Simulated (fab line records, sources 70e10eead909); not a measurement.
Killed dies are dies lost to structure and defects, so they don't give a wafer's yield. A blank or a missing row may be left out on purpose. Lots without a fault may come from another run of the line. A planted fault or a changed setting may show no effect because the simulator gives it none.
fab line records | flow nand_harc
record lots=6 wafers=18 last_day=24
route steps=1159 shown P_STI@86 P_GATE@110 END@1159
lots that met no fault: from a run of the same line without faults
start_h: hours from the record's first day to the start of the lot's first wafer shown | wait_h: hours since the lot's step before | " the same as in the row above | L1.1+2: a row that stands for several wafers | - no value, or no start given | * or withheld: withheld | < > ~ a bound
route shown NAME@n: a module of which the file shows steps, and the number in the route of the first | usual: mean/standard deviation of fault-free wafers | same: alike in all rows | chamber/n: place in a boat | sites: the reading at each site | _std_site: their standard deviation | _edge_site: outer sites' mean less inner sites' | radius_mm: how far each site lies from the wafer's centre | mask NAME#n: copy n | behind: the tool/chamber that last shaped the wafer | hold: why the lot was held/for how many hours/how that ended | device: the transistor (n, p or np) that didn't switch | end of line: the same wafers' tests at the end of the route | a step without rows: its recipe alone | killed: dies lost to structure and defects at the first sort, not the wafer's yield | map: a wafer's dies, x killed, . not, _ none there
set.NAME: the setting as run; set.NAME@STEP: as run at that earlier step | model.NAME: the simulator's own value behind a step, which no gauge read
lots at some steps of the route; a table a step, a row a wafer
services: from which hour (start_h, from the record's first day; less than 0 if before it) a tool's chamber was out of use, for how many hours, and why
## steps
# step NHARC_P_STI_HARDBAKE_13
# recipe temp_c=118 time_s=65
# step NHARC_P_STI_DESCUM_14
# recipe time_s=3 o2_flow_sccm=200 ar_flow_sccm=0 bias_power_w=0 chemistry=O2
# usual drypump_motor_current_A=5.9/0.57 oes_product_au=1.002/0.0091 rf_vpp_V=57.7/0.93 showerhead_plenum_p_Torr=1.90/0.087 throttle_valve_pct=11.311/0.0093
# columns lot.wafer tool chamber start_h wait_h drypump_motor_current_A oes_product_au rf_hours_counter_h rf_vpp_V showerhead_plenum_p_Torr throttle_valve_pct
L783.2 rie_diel-08 0 52.75 - 6.4 0.994 6.2 57.5 2.01 11.319
L783.3 " 1 " " 6.6 1.004 6.9 59.3 2.02 11.293
L783.5 " 0 " " 6.4 0.996 - 59.5 2.01 11.325
L784.2 rie_diel-06 1 52.92 - 4.8 0.988 4.7 56.4 1.79 11.308
L784.4 " 3 " " 5.8 1.020 4.7 57.9 1.98 11.311
L784.5 " 1 " " 4.8 0.991 - 56.6 1.79 11.331
L785.4 rie_diel-08 3 63.00 - 5.6 1.009 6.0 56.4 1.81 11.312
L785.2 " 1 " " 6.6 1.011 7.1 57.5 2.02 11.302
L785.5 " 3 " " 5.6 1.003 - 57.1 1.81 11.300
L790.2 rie_diel-08 2 89.06 - 5.6 1.010 7.6 56.6 2.00 11.318
L790.6 " 1 " " 6.7 1.004 - 57.1 2.02 11.309
L790.5 " 2 " " 5.7 1.018 - 59.3 1.99 11.326
L791.1 rie_diel-12 0 95.69 - 6.7 1.001 1.5 57.6 1.81 11.317
L791.5 " 0 " " 6.7 1.009 - 57.3 1.81 11.318
L791.6 " 1 " " 6.0 0.987 - 59.2 1.92 11.314
L803.1 rie_diel-12 3 163.93 - 5.3 1.013 3.4 57.2 1.84 11.310
L803.3 " 1 " " 6.0 0.983 3.2 55.2 1.92 11.310
L803.2 " 2 " " 6.6 1.004 3.4 56.6 1.89 11.309
# step NHARC_P_STI_ETCH_42
# recipe target_depth_a=800 overetch_a=240 time_s=61 ion_energy_ev=200 n2_flow_sccm=150 h2_flow_sccm=150 ar_flow_sccm=0 rf_w=400 bias_w=150 chemistry=N2/H2
# usual drypump_motor_current_A=5.9/0.56 oes_product_au=1.001/0.009 rf_vpp_V=430.4/2.7 showerhead_plenum_p_Torr=2.03/0.094 throttle_valve_pct=14.173/0.0087
# columns lot.wafer tool chamber start_h wait_h drypump_motor_current_A oes_product_au rf_hours_counter_h rf_vpp_V showerhead_plenum_p_Torr throttle_valve_pct
L783.2 rie_diel-08 2 52.85 0.1 5.6 1.009 6.3 434.3 2.13 14.167
L783.3 " 3 " " 5.6 1.015 5.9 428.6 1.93 14.184
L783.5 " 1 " " 6.6 1.012 - 433.4 2.15 14.182
L784.2 rie_diel-06 2 53.12 0.2 6.0 0.981 5.1 427.3 1.90 14.177
L784.4 " 1 " " 4.8 0.978 4.7 427.2 1.91 14.160
L784.5 " 2 " " 6.0 1.000 - 425.5 1.90 14.171
L785.2 rie_diel-08 3 63.09 0.1 5.6 1.008 6.0 426.9 1.93 14.185
L785.4 " 0 " " 6.4 0.992 6.3 434.7 2.14 14.181
L785.5 " 3 " " 5.6 0.996 - 426.9 1.93 14.163
L790.2 rie_diel-08 3 89.15 0.1 5.6 1.003 7.2 427.4 1.93 14.164
L790.5 " 1 " " 6.6 1.006 - 433.4 2.15 14.180
L790.6 " 2 " " 5.7 1.004 - 432.4 2.13 14.170
L791.1 rie_diel-12 0 95.79 0.1 6.7 1.015 1.5 428.8 1.93 14.176
L791.5 " 2 " " 6.6 1.003 - 429.3 2.01 14.178
L791.6 " 3 " " 5.2 1.010 - 429.0 1.96 14.172
L803.2 rie_diel-12 1 164.02 0.1 6.0 0.996 3.2 431.1 2.05 14.169
L803.3 " 2 " " 6.6 1.002 3.4 429.8 2.01 14.167
L803.1 " 3 " " 5.3 1.008 3.4 429.6 1.96 14.154
# step NHARC_P_STI_ETCH_31
# recipe target_depth_a=1089 time_s=54.5 cf4_flow_sccm=100 chf3_flow_sccm=30 ar_flow_sccm=0 rf_w=500 bias_w=200 chemistry=CF4/CHF3
# usual chf3_flow_sccm=29.99/0.09 drypump_motor_current_A=5.9/0.56 oes_product_au=0.965/0.014 rf_vpp_V=370.4/2.3 showerhead_plenum_p_Torr=1.57/0.066 throttle_valve_pct=16.803/0.0082
# columns lot.wafer tool chamber start_h wait_h chf3_flow_sccm drypump_motor_current_A oes_product_au rf_hours_counter_h rf_vpp_V showerhead_plenum_p_Torr throttle_valve_pct
L783.3 rie_diel-08 3 - - 29.91 5.6 0.984 5.9 367.6 1.50 16.799
L783.2 " 2 " " 30.02 5.6 0.981 6.3 373.7 1.64 16.800
L783.5 " 3 " " 29.89 5.6 0.981 - 367.6 1.50 16.798
L784.2 rie_diel-06 3 - - 29.98 5.8 0.950 4.8 372.0 1.63 16.808
L784.4 " 1 " " 29.97 4.8 0.935 4.7 368.5 1.48 16.808
L784.5 " 2 " " 29.88 6.0 0.946 - 367.0 1.48 16.798
L785.2 rie_diel-08 2 - - 29.98 5.6 0.971 6.5 372.8 1.64 16.803
L785.4 " 1 " " 30.07 6.6 0.981 7.1 372.9 1.65 16.783
L785.5 " 2 " " 30.18 5.6 0.977 - 372.7 1.64 16.814
L790.2 rie_diel-08 2 - - 30.00 5.6 0.970 7.6 371.6 1.64 16.799
L790.5 " 1 " " 30.02 6.7 0.968 - 373.7 1.65 16.813
L790.6 " 2 " " 30.12 5.6 0.963 - 372.3 1.64 16.815
L791.1 rie_diel-12 3 - - 29.96 5.3 0.989 1.7 369.5 1.52 16.793
L791.6 " 1 " " 30.16 6.0 0.960 - 371.6 1.58 16.804
L791.5 " 2 " " 29.95 6.6 0.991 - 370.6 1.55 16.782
L803.2 rie_diel-12 1 - - 29.96 6.0 0.953 3.2 370.7 1.58 16.815
L803.3 " 2 " " 30.02 6.6 0.974 3.5 369.2 1.55 16.803
L803.1 " 0 " " 29.94 6.7 0.960 3.1 366.5 1.49 16.796
# step NHARC_P_STI_ETCH_15
# recipe target_depth_a=3000 taper_deg=4 time_s=100.1 hbr_flow_sccm=150 cl2_flow_sccm=50 rf_w=400 icp_w=400 bias_w=100 chemistry=HBr/Cl2
# step NHARC_P_STI_CD_MEAS_16
# usual cd_nm=200.3/2.7
# columns lot.wafer tool chamber start_h wait_h cd_nm
L783.2 cd_sem-01 - 53.20 - 201.6
L783.3 " - " " 200.4
L783.5 " - " " 202.3
L784.2 cd_sem-01 - 53.48 - 193.5
L784.4 " - " " 196.6
L784.5 " - " " 197.3
L785.2 cd_sem-01 - 63.44 - 206.5
L785.4 " - " " 201.0
L785.5 " - " " 204.7
L790.2 cd_sem-03 - 89.50 - 200.1
L790.5 " - " " 202.5
L790.6 " - " " 201.0
L791.1 cd_sem-01 - 96.13 - 199.6
L791.5 " - " " 199.0
L791.6 " - " " 199.0
L803.1 cd_sem-03 - 164.39 - 196.8
L803.2 " - " " 201.1
L803.3 " - " " 199.6
# step NHARC_P_STI_OCD_MEAS_17
# usual trench_depth_nm=303/3.6 trench_foot_cd_nm=158.6/2.2
# columns lot.wafer tool chamber start_h wait_h trench_depth_nm trench_foot_cd_nm
L783.2 ocd-02 - 53.29 0.1 301 161.0
L783.3 " - " " 310 157.8
L783.5 " - " " 307 160.3
L784.2 ocd-02 - 53.56 0.1 304 153.1
L784.4 " - " " 301 156.5
L784.5 " - " " 302 158.0
L785.2 ocd-02 - 63.53 0.1 308 162.9
L785.4 " - " " 303 159.4
L785.5 " - " " 308 163.0
L790.2 ocd-02 - 89.58 0.1 303 159.0
L790.5 " - " " 301 160.7
L790.6 " - " " 306 158.9
L791.1 ocd-02 - 96.22 0.1 304 158.5
L791.5 " - " " 309 156.7
L791.6 " - " " 305 157.5
L803.1 ocd-02 - 164.48 0.1 310 154.1
L803.2 " - " " 299 160.4
L803.3 " - " " 304 156.2
# step NHARC_P_STI_STRIP_19
# recipe time_s=900 temp_c=130 chemistry=SPM
# step NHARC_P_STI_PRECLEAN_32
# recipe time_s=* temp_c=50 bath_age_min=0 chemistry=SC1
# step NHARC_P_STI_SRD_23
# step NHARC_P_STI_OCD_MEAS_43
# usual trench_depth_nm=303/3.7 trench_foot_cd_nm=158.6/2.2
# columns lot.wafer tool chamber start_h wait_h trench_depth_nm trench_foot_cd_nm
L783.2 ocd-01 - 53.79 - 301 161.4
L783.3 " - " " 311 157.6
L783.5 " - " " 308 160.7
L784.2 ocd-02 - 54.08 - 303 153.1
L784.4 " - " " 301 156.6
L784.5 " - " " 302 157.8
L785.2 ocd-01 - 64.03 - 308 162.9
L785.4 " - " " 303 159.2
L785.5 " - " " 308 161.9
L790.2 ocd-01 - 90.09 - 303 159.7
L790.5 " - " " 300 160.6
L790.6 " - " " 306 158.6
L791.1 ocd-01 - 96.72 - 304 158.7
L791.5 " - " " 309 156.0
L791.6 " - " " 305 157.1
L803.1 ocd-02 - 164.99 - 310 153.8
L803.2 " - " " 298 160.6
L803.3 " - " " 304 157.3
# step NHARC_P_STI_OXIDE_33
# recipe target_thk_a=100 temp_c=1000 ox_time_s=281 material=SiO2
# step NHARC_P_STI_HDPCVD_20
# recipe target_thk_a=withheld sigma_open_frac=withheld material=SiO2
# columns lot.wafer tool chamber start_h wait_h
L783.2+3+5 hdpcvd-01 0 62.21 0.4
L784.2+4+5 hdpcvd-01 1,1,0 62.69 0.9
L785.2+4+5 hdpcvd-01 0 73.22 0.4
L790.2+6+5 hdpcvd-01 0,1,0 98.95 0.5
L791.1+5+6 hdpcvd-01 1,1,0 106.79 0.4
L803.1+2+3 hdpcvd-01 0,1,0 173.90 0.9
# step NHARC_P_STI_ANNEAL_34
# recipe temp_c=1000 time_s=1800
# step NHARC_P_STI_CMP_21
# recipe t_overpolish_s=20 target_thk_nm=380.67
# usual motor_current_A=11.9/1.1 overpolish_run_s=20.001/0.008
# columns lot.wafer tool chamber start_h wait_h motor_current_A overpolish_run_s
L783.3 cmp-03 0 71.61 0.4 9.6 20.002
L783.2 " 1 " " 12.4 19.990
L783.5 " 1 " " 11.6 19.992
L784.2 cmp-01 3 71.64 0.4 12.9 20.009
L784.4 " 0 " " 12.0 19.993
L784.5 " 3 " " 12.9 20.004
L785.2 cmp-03 2 82.40 0.4 12.3 20.007
L785.4 " 3 " " 11.9 20.004
L785.5 " 1 " " 11.9 20.002
L790.2 cmp-03 0 110.08 0.4 9.6 19.983
L790.5 " 1 " " 12.1 20.013
L790.6 " 2 " " 11.6 20.002
L791.1 cmp-01 2 116.59 0.4 12.3 19.996
L791.6 " 2 " " 11.7 19.997
L791.5 " 3 " " 13.0 20.004
L803.2 cmp-04 1 182.65 0.4 10.4 20.003
L803.3 " 2 " " 12.8 20.000
L803.1 " 3 " " 14.1 19.994
# step NHARC_P_STI_SRD_35
# step NHARC_P_STI_ETCH_36
# recipe target_depth_a=388 chemistry=dHF material=SiO2
# step NHARC_P_STI_STRIP_24
# recipe temp_c=160 chemistry=H3PO4 material=Si3N4
# step NHARC_P_STI_ETCH_37
# recipe target_depth_a=110 chemistry=dHF material=SiO2
# step NHARC_P_STI_PRECLEAN_38
# recipe time_s=* temp_c=50 bath_age_min=0 chemistry=SC1
# step NHARC_P_STI_SRD_39
# step NHARC_P_STI_OXIDE_40
# recipe target_thk_a=100 temp_c=900 ox_time_s=1362 material=SiO2
# step NHARC_P_STI_INSPECT_25
# usual raw_defect_count=194/64
# columns lot.wafer tool chamber start_h wait_h raw_defect_count
L784.2 defect_inspect-01 - 80.02 0.4 102
L784.4 " - " " 178
L784.5 " - " " 185
L783.2 defect_inspect-02 - 80.02 0.4 148
L783.3 " - " " 166
L783.5 " - " " 162
L785.2 defect_inspect-01 - 90.86 0.4 133
L785.4 " - " " 170
L785.5 " - " " 251
L790.2 defect_inspect-02 - 120.13 0.4 146
L790.5 " - " " 239
L790.6 " - " " 290
L791.1 defect_inspect-01 - 127.21 0.4 233
L791.5 " - " " 244
L791.6 " - " " 153
L803.1 defect_inspect-02 - 193.35 0.4 100
L803.2 " - " " 158
L803.3 " - " " 234
# step NHARC_P_GATE_ETCH_69
# recipe target_depth_a=140 chemistry=dHF material=SiO2
# step NHARC_P_GATE_PRECLEAN_70
# recipe time_s=* temp_c=50 bath_age_min=0 chemistry=SC1
# step NHARC_P_GATE_SRD_01
# step NHARC_P_GATE_OXIDE_02
# recipe target_thk_a=375 temp_c=950 p_h2o_torr=720 ox_time_s=365 material=SiO2
# step NHARC_P_GATE_DEHYDRATE_03
# recipe temp_c=150 time_s=120
# step NHARC_P_GATE_HMDS_04
# recipe time_s=30
# step NHARC_P_GATE_COAT_05
# recipe spin_rpm=4690
# step NHARC_P_GATE_SOFTBAKE_06
# recipe temp_c=122 time_s=95
# step NHARC_P_GATE_EBR_07
# step NHARC_P_GATE_EXPOSE_08
# recipe na=0.6 dose_mj=16.75 mask_id=P_HV
# step NHARC_P_GATE_PEB_09
# recipe peb_temp_c=118 peb_time_s=85
# step NHARC_P_GATE_DEVELOP_10
# recipe time_s=70
# step NHARC_P_GATE_CD_MEAS_11
# recipe target_cd_nm=1640 landing_energy_ev=500
# usual cd_nm=1640.3/1.6
# columns lot.wafer tool chamber start_h wait_h cd_nm
L783.2 cd_sem-03 0 88.20 - 1640.9
L783.3 " 0 " " 1640.1
L783.5 " 0 " " 1643.0
L784.2 cd_sem-03 0 88.37 - 1637.2
L784.4 " 0 " " 1639.6
L784.5 " 0 " " 1637.2
L785.2 cd_sem-02 0 100.92 - 1640.2
L785.4 " 0 " " 1641.3
L785.5 " 0 " " 1641.1
L790.6 cd_sem-01 0 128.36 - 1641.7
L791.1 cd_sem-01 0 136.65 - 1640.5
L791.5 " 0 " " 1638.9
L803.1 cd_sem-02 0 201.43 - 1638.1
L803.2 " 0 " " 1639.4
L803.3 " 0 " " 1640.3
# step NHARC_P_GATE_HARDBAKE_12
# recipe temp_c=125 time_s=80
# step NHARC_P_GATE_DESCUM_13
# recipe time_s=3 o2_flow_sccm=200 ar_flow_sccm=0 bias_power_w=0 chemistry=O2
# usual drypump_motor_current_A=5.7/0.36 oes_product_au=0.996/0.0091 rf_vpp_V=57.8/0.89 showerhead_plenum_p_Torr=1.89/0.1 throttle_valve_pct=11.313/0.01
# columns lot.wafer tool chamber start_h wait_h drypump_motor_current_A oes_product_au rf_hours_counter_h rf_vpp_V showerhead_plenum_p_Torr throttle_valve_pct
L783.2 rie_diel-13 0 88.39 - 5.6 0.986 61 57.5 1.93 11.304
L783.3 " 1 " " 5.8 0.986 57 56.9 1.80 11.323
L783.5 " 2 " " 5.3 0.970 - 58.5 2.00 11.302
L784.4 rie_diel-13 0 88.55 - 5.6 0.981 61 58.0 1.93 11.312
L784.2 " 1 " " 5.8 0.985 57 57.4 1.80 11.321
L784.5 " 3 " " 6.1 0.992 - 57.6 1.79 11.323
L785.4 rie_diel-03 1 101.11 - 6.4 0.997 6 57.0 1.80 11.304
L785.2 " 2 " " 5.8 0.999 11 57.8 2.05 11.313
L785.5 " 3 " " 5.3 1.016 - 57.7 1.78 11.313
L790.6 rie_diel-13 3 128.56 - 6.1 0.975 - 57.2 1.79 11.311
L791.1 rie_diel-13 3 136.86 - 6.0 0.979 9 56.8 1.79 11.313
L791.5 " 3 " " 6.0 0.990 - 58.2 1.79 11.324
L803.3 rie_diel-13 1 201.59 - 5.7 0.982 32 55.5 1.79 11.333
L803.1 " 2 " " 5.3 0.988 36 57.6 1.99 11.292
L803.2 " 0 " " 5.6 1.000 32 57.5 1.92 11.296
# step NHARC_P_GATE_ETCH_14
# recipe target_depth_a=488 chemistry=dHF material=SiO2
# step NHARC_P_GATE_STRIP_15
# recipe time_s=780 temp_c=130 chemistry=SPM
# step NHARC_P_GATE_PRECLEAN_71
# recipe time_s=* temp_c=50 bath_age_min=0 chemistry=SC1
# step NHARC_END_SORT_01
# recipe temp_c=25
# usual killed_at_array=25/9.2 killed_at_other=0.9/1.3 killed_at_periphery=3.3/2.3 killed_dies=29/9.6 killed_open=3.2/1.8 killed_short=2/1.4
# same gross_dies=677
# columns lot.wafer tool chamber start_h wait_h killed_at_array killed_at_other killed_at_periphery killed_dies killed_open killed_short
L790.2 prober-02 0 478.93 2.8 32 4 641 677 6 1
L790.5 prober-02 0 481.31 3.7 33 1 643 677 3 1
L790.6 prober-02 0 482.11 4.0 39 4 3 46 3 0
L791.6 prober-02 0 501.78 3.9 32 1 644 677 5 1
# killed by level:class
L790.2 P_STI:area_hdpcvd=639 A_CHANNEL_HOLE_D1:chamber_film_flake=7 A_SLIT:chamber_film_flake=5 A_CONTACT:chamber_film_flake=4 A_STAIRCASE:chamber_film_flake=4 THIN_TSV:chamber_film_flake=4 A_M0:geometric_particle:open=3 A_CHANNEL_FILL_D1:chamber_film_flake=2
L790.5 P_STI:area_hdpcvd=639 A_CHANNEL_HOLE_D1:chamber_film_flake=11 A_SLIT:chamber_film_flake=6 A_M0:chamber_film_flake=5 P_ZERO_WELL:chamber_film_flake=4 A_CONTACT:chamber_film_flake=3 A_WL_FILL:chamber_film_flake=2 A_ONON_D1:geometric_particle:open=1
L790.6 A_CHANNEL_HOLE_D1:chamber_film_flake=21 A_SLIT:chamber_film_flake=8 THIN_TSV:chamber_film_flake=4 A_SGD_CUT:chamber_film_flake=3 P_CONTACT:geometric_particle:open=2 A_WL_FILL:chamber_film_flake=2 A_CONTACT:chamber_film_flake=2 A_CHANNEL_FILL_D1:geometric_particle:open=1
L791.6 P_STI:area_hdpcvd=642 A_CHANNEL_HOLE_D1:chamber_film_flake=15 A_CONTACT:chamber_film_flake=5 A_STAIRCASE:chamber_film_flake=3 A_M0:geometric_particle:open=2 P_BONDPAD:chamber_film_flake=2 A_SGD_CUT:chamber_film_flake=2 A_ONON_D1:geometric_particle:open=1
# map L790.2 (x killed, . not)
____________x____________
_________xxxxxxx_________
_______xxxxxxxxxxx_______
______xxxxxxxxxxxxx______
_____xxxxxxxxxxxxxxx_____
____xxxxxxxxxxxxxxxxx____
____xxxxxxxxxxxxxxxxx____
___xxxxxxxxxxxxxxxxxxx___
___xxxxxxxxxxxxxxxxxxx___
__xxxxxxxxxxxxxxxxxxxxx__
__xxxxxxxxxxxxxxxxxxxxx__
_xxxxxxxxxxxxxxxxxxxxxxx_
_xxxxxxxxxxxxxxxxxxxxxxx_
_xxxxxxxxxxxxxxxxxxxxxxx_
_xxxxxxxxxxxxxxxxxxxxxxx_
_xxxxxxxxxxxxxxxxxxxxxxx_
xxxxxxxxxxxxxxxxxxxxxxxxx
xxxxxxxxxxxxxxxxxxxxxxxxx
xxxxxxxxxxxxxxxxxxxxxxxxx
xxxxxxxxxxxxxxxxxxxxxxxxx
xxxxxxxxxxxxxxxxxxxxxxxxx
_xxxxxxxxxxxxxxxxxxxxxxx_
_xxxxxxxxxxxxxxxxxxxxxxx_
_xxxxxxxxxxxxxxxxxxxxxxx_
_xxxxxxxxxxxxxxxxxxxxxxx_
_xxxxxxxxxxxxxxxxxxxxxxx_
__xxxxxxxxxxxxxxxxxxxxx__
__xxxxxxxxxxxxxxxxxxxxx__
___xxxxxxxxxxxxxxxxxxx___
___xxxxxxxxxxxxxxxxxxx___
____xxxxxxxxxxxxxxxxx____
____xxxxxxxxxxxxxxxxx____
_____xxxxxxxxxxxxxxx_____
______xxxxxxxxxxxxx______
_______xxxxxxxxxxx_______
_________xxxxxxx_________
____________x____________
# map L791.6 (x killed, . not)
____________x____________
_________xxxxxxx_________
_______xxxxxxxxxxx_______
______xxxxxxxxxxxxx______
_____xxxxxxxxxxxxxxx_____
____xxxxxxxxxxxxxxxxx____
____xxxxxxxxxxxxxxxxx____
___xxxxxxxxxxxxxxxxxxx___
___xxxxxxxxxxxxxxxxxxx___
__xxxxxxxxxxxxxxxxxxxxx__
__xxxxxxxxxxxxxxxxxxxxx__
_xxxxxxxxxxxxxxxxxxxxxxx_
_xxxxxxxxxxxxxxxxxxxxxxx_
_xxxxxxxxxxxxxxxxxxxxxxx_
_xxxxxxxxxxxxxxxxxxxxxxx_
_xxxxxxxxxxxxxxxxxxxxxxx_
xxxxxxxxxxxxxxxxxxxxxxxxx
xxxxxxxxxxxxxxxxxxxxxxxxx
xxxxxxxxxxxxxxxxxxxxxxxxx
xxxxxxxxxxxxxxxxxxxxxxxxx
xxxxxxxxxxxxxxxxxxxxxxxxx
_xxxxxxxxxxxxxxxxxxxxxxx_
_xxxxxxxxxxxxxxxxxxxxxxx_
_xxxxxxxxxxxxxxxxxxxxxxx_
_xxxxxxxxxxxxxxxxxxxxxxx_
_xxxxxxxxxxxxxxxxxxxxxxx_
__xxxxxxxxxxxxxxxxxxxxx__
__xxxxxxxxxxxxxxxxxxxxx__
___xxxxxxxxxxxxxxxxxxx___
___xxxxxxxxxxxxxxxxxxx___
____xxxxxxxxxxxxxxxxx____
____xxxxxxxxxxxxxxxxx____
_____xxxxxxxxxxxxxxx_____
______xxxxxxxxxxxxx______
_______xxxxxxxxxxx_______
_________xxxxxxx_________
____________x____________
## services
# columns tool chamber start_h hours kind
cmp-01 - 34.00 0.4 repair
rie_diel-03 - 38.30 9.0 pm
cmp-01 - 39.00 2.2 repair
cmp-03 - 58.00 4.0 pm
rie_diel-03 1 60.08 30.4 repair
rie_diel-06 - 64.20 9.0 pm
rie_diel-03 2 66.80 5.8 repair
cmp-01 - 81.50 4.0 pm
rie_diel-06 - 95.29 0.4 repair
rie_diel-13 - 99.17 9.0 pm
cmp-04 - 105.00 4.0 pm
hdpcvd-01 - 111.00 13.0 pm
rie_diel-12 0 112.70 2.8 repair
rie_diel-13 1 113.80 4.9 repair
rie_diel-08 3 123.84 5.1 repair
rie_diel-08 - 124.80 9.0 pm
rie_diel-03 2 130.39 2.0 repair
cmp-03 - 135.50 1.4 repair
rie_diel-08 3 142.35 3.2 repair
cmp-03 - 156.00 4.0 pm
cmp-01 - 179.50 4.0 pm
rie_diel-12 0 181.73 5.8 repair
rie_diel-08 0 193.41 4.6 repair
rie_diel-08 0 199.38 19.4 repair
## key
first_sign step=NHARC_END_SORT_01 reading=killed_at_periphery direction=up sigmas=99+ usual=3.3 struck=642.7
effect step=NHARC_END_SORT_01 reading=killed_dies direction=up sigmas=67 usual=29 struck=677
more_kills_born_at NHARC_P_STI_HDPCVD_20@hdpcvd-01=1920
met_at NHARC_P_STI_HDPCVD_20
struck_wafers L790.2,L790.5,L791.6
later_rows_left_out L790.2,L790.5,L791.6
tester_left_out L790,L791
onset_between 73.22 98.95
fault kind=process_parameter_drift tool=hdpcvd-01 chamber=0 onset_h=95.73 steps=NHARC_P_STI_HDPCVD_20 channel=target_thk_a offset=withheld shape=step end_h=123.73
# tester_left_out: of these lots the tester's yield and bins aren't shown, on N5 and GAA mostly nor the transistor test; their killed dies are dies lost to structure and defects alone, not to doping, threshold or leakage, so they don't give the yield
# later_rows_left_out: the simulator's readings of these wafers behind a module that went badly wrong aren't trusted and aren't shown, but for the sort
